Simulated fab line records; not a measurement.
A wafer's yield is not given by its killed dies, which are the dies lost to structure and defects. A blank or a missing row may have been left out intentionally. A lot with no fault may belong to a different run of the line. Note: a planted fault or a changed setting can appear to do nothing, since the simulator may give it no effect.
What tool caused it?    flow nand harc    13 lots, 39 wafers sampled, at 4 steps of a route of 1159

WHAT THE GAUGES SHOWED, per wafer
NHARC_P_GATE_INSPECT_28. Usual: raw defect count 6, standard deviation 3.3.
lot   measured      on                 raw defect count  flag
L586  day 5 02:31   defect inspect-01  4 8 4             
L587  day 5 09:13   defect inspect-02  11 12 12          
L588  day 5 20:20   defect inspect-01  9 9 9             
L589  day 6 07:19   defect inspect-01  3 3 7             
L592  day 6 18:10   defect inspect-02  9 8 9             
L594  day 6 23:57   defect inspect-01  5 7 6             
L600  day 8 13:49   defect inspect-01  7 12 11           
L601  day 8 23:57   defect inspect-01  7 7 6             
L604  day 9 10:11   defect inspect-01  3 8 4             
L603  day 9 11:12   defect inspect-01  5 11 8            
L605  day 10 00:01  defect inspect-02  12 14 7           
L607  day 10 03:02  defect inspect-01  2 4 4             
L606  day 10 03:11  defect inspect-02  3 2 4             

NHARC_P_GATE_CD_MEAS_59 targets a cd of 720 nm. Usual: cd nm 719.3 nm, standard deviation 1.3.
lot   measured      on         cd nm (nm)         flag
L586  day 5 16:50   cd sem-01  720.2 719.8 720.2  
L587  day 5 22:59   cd sem-02  718.5 719.8 719.5  
L588  day 6 12:10   cd sem-02  719.1 721.3 721.3  
L589  day 6 21:05   cd sem-03  719.6 717.5 718.9  
L592  day 7 08:13   cd sem-01  713.4 715.0 714.0  OFF
L594  day 7 13:58   cd sem-01  720.0 720.0 719.6  
L600  day 9 03:49   cd sem-01  720.3 718.9 719.9  
L601  day 9 13:41   cd sem-03  717.6 720.7 718.7  
L604  day 9 23:41   cd sem-02  720.6 720.4 720.6  
L603  day 10 03:50  cd sem-03  718.7 719.8 719.9  
L605  day 10 13:43  cd sem-03  718.6 719.3 718.2  
L607  day 10 17:26  cd sem-01  718.3 716.0 718.6  
L606  day 10 19:26  cd sem-02  718.9 719.8 719.2  

WHICH TOOL RAN EACH LOT (tool, then ch and the chambers of the sampled wafers, then the start)
lot   NHARC_P_GATE_ALD_36                NHARC_P_GATE_EXPOSE_56
L586  ald sin-01 ch 1,2,3, day 5 06:24   krf scanner-02 ch 0, day 5 16:40
L587  ald sin-02 ch 0,2,3, day 5 11:53   krf scanner-01 ch 0, day 5 22:49
L588  ald sin-04 ch 0,1,3, day 5 21:46   krf scanner-02 ch 0, day 6 12:01
L589  ald sin-01 ch 0,2,3, day 6 08:43   krf scanner-03 ch 0, day 6 20:55
L592  ald sin-01 ch 0,1,2, day 6 21:57   krf scanner-01 ch 0, day 7 08:03
L594  ald sin-04 ch 0,3, day 7 02:28     krf scanner-02 ch 0, day 7 13:48
L600  ald sin-01 ch 0,2,3, day 8 18:35   krf scanner-02 ch 0, day 9 03:39
L601  ald sin-02 ch 0,1,3, day 9 04:36   krf scanner-03 ch 0, day 9 13:32
L604  ald sin-01 ch 0,2, day 9 12:38     krf scanner-01 ch 0, day 9 23:32
L603  ald sin-04 ch 2,3, day 9 16:19     krf scanner-02 ch 0, day 10 03:41
L605  ald sin-01 ch 2,3, day 10 01:20    krf scanner-03 ch 0, day 10 13:34
L607  ald sin-02 ch 0,2,3, day 10 04:58  krf scanner-02 ch 0, day 10 17:16
L606  ald sin-04 ch 0,2, day 10 05:04    krf scanner-03 ch 0, day 10 19:16
- NHARC_P_GATE_ALD_36: deposits SiNx, target thk 20 nm, pulse time 60 s, ald cycles 223.
- NHARC_P_GATE_EXPOSE_56: exposes mask P PSD, target cd 720 nm.

WHAT THE TOOLS THEMSELVES READ (means of the sampled wafers that have a number; where no wafer has one, the mark that the record gives instead)
NHARC_P_GATE_ALD_36. Usual: heater power w 787 W, standard deviation 63; precursor pulse height rel 1.001, standard deviation 0.02.
lot   tool        heater power w (W)  precursor pulse height rel  flag
L586  ald sin-01  835                 1.011                       
L587  ald sin-02  768                 0.973                       
L588  ald sin-04  755                 0.998                       
L589  ald sin-01  823                 0.999                       
L592  ald sin-01  872                 0.997                       
L594  ald sin-04  770                 1.020                       
L600  ald sin-01  812                 0.993                       
L601  ald sin-02  781                 0.980                       
L604  ald sin-01  853                 0.998                       
L603  ald sin-04  813                 0.982                       
L605  ald sin-01  781                 1.014                       
L607  ald sin-02  760                 1.007                       
L606  ald sin-04  698                 1.010                       

THE ANSWER, worked out from the rows above alone
Rule: lot off if the mean of its wafers having a number is beyond 3 standard deviations from the usual mean. A lot without any number at a reading at which 4 lots or more have one is off too. Any other lot the step has rows for is counted as sound. Order of review: gauges by route order, followed by the tools' own readings, for which a lot's mean as printed above is used. At the first step where some lot is off, the reading lying furthest off is the one used; lots without a number count as furthest.
Off: L592, at NHARC_P_GATE_CD_MEAS_59 (cd nm).
If a tool, at a process step before that reading, ran all the lots that are off and no sound lot after the first of them, it fits. The gauges at NHARC_P_GATE_CD_MEAS_59 are tried like those tools. None of those tried fits.

WHAT THE SIMULATOR PUT IN
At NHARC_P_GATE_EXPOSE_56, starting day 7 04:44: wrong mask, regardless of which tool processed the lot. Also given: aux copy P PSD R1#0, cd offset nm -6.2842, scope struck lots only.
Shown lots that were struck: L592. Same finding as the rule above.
